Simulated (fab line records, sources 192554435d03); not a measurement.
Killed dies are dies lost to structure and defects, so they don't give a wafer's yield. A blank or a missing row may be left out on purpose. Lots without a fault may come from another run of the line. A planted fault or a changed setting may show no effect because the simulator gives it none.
Split-lot experiment | flow n5_finfet | 7 lots, 21 wafers read, on a route of 1938 steps

THE SPLIT
At N5_BEOL_M3_DEP_57 (deposits SiCN from 3MS/NH3, target thk 8 nm, time 14 s), the setting time_s was moved away from the recipe's 14 s on 6 of the 21 wafers read, by -10.1% to +14.7%. The other wafers ran this setting at the recipe's value.

The reading is taken at the split's own step.

THE READING
SiCN_of_BEOL_M3_DEP_57.thk_nm (the simulator's own value, which no gauge read), in nm, at N5_BEOL_M3_DEP_57 (deposits SiCN from 3MS/NH3, target thk 8 nm, time 14 s). The file gives no usual value for it. The 15 wafers here that ran the recipe average 8.0 nm, standard deviation 0.13 nm.

wafer  | tool, chamber at the split | time_s as run, s | against the recipe | SiCN_of_BEOL_M3_DEP_57.thk_nm, nm | against lot-mates on the recipe
L075.1 | pecvd-02, 0                | 16.06            | +14.7%             | 9.2                               | +1.2
L075.2 | pecvd-02, 2                | 14               | recipe             | 8                                 | -
L075.4 | pecvd-02, 2                | 14               | recipe             | 8                                 | -
L080.3 | pecvd-01, 2                | 14               | recipe             | 7.8                               | -
L080.5 | pecvd-01, 0                | 14               | recipe             | 8                                 | -
L080.6 | pecvd-01, 2                | 15.54            | +11.0%             | 8.8                               | +0.9
L082.1 | pecvd-02, 1                | 14               | recipe             | 7.8                               | -
L082.3 | pecvd-02, 0,2              | 14               | recipe             | 8                                 | -
L082.4 | pecvd-02, 0,2              | 14               | recipe             | 8                                 | -
L084.2 | pecvd-02, 1                | 12.59            | -10.1%             | 7.2                               | -0.9
L084.3 | pecvd-02, 0                | 14               | recipe             | 8                                 | -
L084.4 | pecvd-02, 1                | 14               | recipe             | 8.2                               | -
L091.1 | pecvd-01, 1,2              | 13.44            | -4.0%              | 7.8                               | -0.2
L091.6 | pecvd-01, 1,2              | 13.44            | -4.0%              | 7.8                               | -0.2
L091.3 | pecvd-01, 2                | 14               | recipe             | 8                                 | -
L092.1 | pecvd-02, 0                | 14               | recipe             | 8                                 | -
L092.5 | pecvd-02, 2                | 14               | recipe             | 8.2                               | -
L092.6 | pecvd-02, 1                | 15.83            | +13.1%             | 9.2                               | +1.1
L095.3 | pecvd-01, 2,1,2            | 14               | recipe             | 7.8                               | -
L095.4 | pecvd-01, 2,1,2            | 14               | recipe             | 7.8                               | -
L095.6 | pecvd-01, 2,1,2            | 14               | recipe             | 7.8                               | -
Where a row lists several chambers, the file gives one row for several wafers and doesn't say which wafer went through which chamber.

THE FIT
A straight line over all 21 wafers: SiCN_of_BEOL_M3_DEP_57.thk_nm changes by +0.0811 nm for each +1% of time_s; r = +0.96; the points scatter about the line by 0.13 nm.
The same after taking each lot's own level away (the mean of its wafers on the recipe; 21 wafers): +0.0816 nm for each +1%; r = +0.99; scatter 0.081 nm.
On that fit, the largest move of time_s shifts the reading by 1.2 nm.
The lots' own levels span 7.80 to 8.10 nm, that is 2.3 times the standard deviation above.
So the lot-to-lot level changes the slope little: the two slopes agree.
Check: with one of the wafers moved furthest among these (+14.7%) left out of the fit, the line predicts +1.22 nm for it against its lot-mates. It came out at +1.2 nm against them.

OTHER SPLITS ON THESE WAFERS
These wafers also went through other splits before the reading. Each is held against what the fit with the lots' levels taken away leaves over:
other split on the same wafers | wafers away from the commonest value | r with SiCN_of_BEOL_M3_DEP_57.thk_nm (lot level and that fit taken away)
N5_BEOL_M3_EXPOSE_25 dose_mj   | 4                                    | -0.27

THE FILE'S OWN FIT
SiCN_of_BEOL_M3_DEP_57.thk_nm changes by +0.0828 nm for each +1% of time_s, r = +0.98.
